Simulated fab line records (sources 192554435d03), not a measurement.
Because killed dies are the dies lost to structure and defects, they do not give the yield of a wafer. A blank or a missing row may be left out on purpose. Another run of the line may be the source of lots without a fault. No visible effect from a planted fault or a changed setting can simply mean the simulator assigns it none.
Which of the tools did it? | flow n5-finfet | 24 lots, 72 wafers sampled, at 1 step of a route of 1938

WHAT THE GAUGES SHOWED, per wafer
N5_BEOL_M4_OVL_MEAS_12.
lot  | measured     | on         | M4_OVL (nm)
L074 | day 7 12:56  | overlay-01 | 0.9 0.8 0.6
L077 | day 8 05:43  | overlay-01 | 0.5 0.3 0.2
L076 | day 8 10:10  | overlay-02 | 1.9 1.4 0.6
L075 | day 8 17:36  | overlay-01 | 1.6 1.9 1.7
L078 | day 8 19:22  | overlay-02 | -0.3 0.1 -0.2
L080 | day 8 21:27  | overlay-02 | -0.3 0.0 -0.2
L079 | day 8 22:52  | overlay-01 | -0.5 0.2 0.0
L081 | day 8 23:10  | overlay-01 | 0.2 0.0 0.8
L082 | day 9 11:47  | overlay-02 | 1.2 0.3 1.8
L083 | day 9 21:47  | overlay-02 | 0.3 0.7 0.5
L085 | day 10 06:55 | overlay-02 | 1.2 0.3 0.7
L086 | day 10 18:16 | overlay-02 | 0.9 0.2 0.8
L084 | day 10 19:28 | overlay-02 | 0.5 0.5 -0.8
L087 | day 10 21:29 | overlay-01 | -1.0 -0.9 -0.6
L088 | day 11 00:55 | overlay-02 | -0.5 0.7 0.4
L090 | day 11 03:14 | overlay-01 | -0.8 0.5 0.3
L089 | day 11 06:47 | overlay-02 | -0.7 -0.7 -1.3
L091 | day 11 17:13 | overlay-01 | 0.5 1.3 -0.4
L092 | day 12 02:57 | overlay-01 | 0.6 0.1 -0.6
L093 | day 12 14:29 | overlay-02 | -0.9 -0.2 -0.7
L094 | day 12 17:23 | overlay-02 | -1.3 -0.8 -0.3
L095 | day 12 18:46 | overlay-01 | -0.4 -0.3 0.5
L096 | day 13 00:58 | overlay-01 | 0.6 0.6 0.3
L097 | day 13 15:22 | overlay-02 | 0.2 1.3 0.6

EACH LOT AND THE TOOL THAT RAN IT (in order: tool; ch and the chambers of the sampled wafers; start)
No process step before these readings appears in the record.

AS READ BY THE TOOLS THEMSELVES (means over the sampled wafers that have a number; for cases with no such wafer, the mark the record gives instead)
The record holds no such reading with a usual standard deviation.

THE ANSWER, worked out from the rows above alone
Rule: usual is defined by the lots themselves. The widest of any qualifying gaps counts: lots, ordered by their means at a reading, are off when they make up no more than a third of the lots, leave a main group of 4 or more, and stand apart from it by 3 or more times the standard deviation of that group's means. If all means in a main group match to the digits the tables above print for the reading, that group is not used. A lot without any number at a reading at which 4 lots or more have one is off too. Where the step has rows for the other lots, those lots are counted as sound. First the gauges in route order, then the tools' own readings, where a lot's mean is used as printed above. The first step at which some lot is off is used, and at that step the reading that is off furthest; a lot without a number counts as furthest.
Across all readings shown, no lot is off: no conclusion can be drawn from this.

WHAT WAS PUT IN BY THE SIMULATOR
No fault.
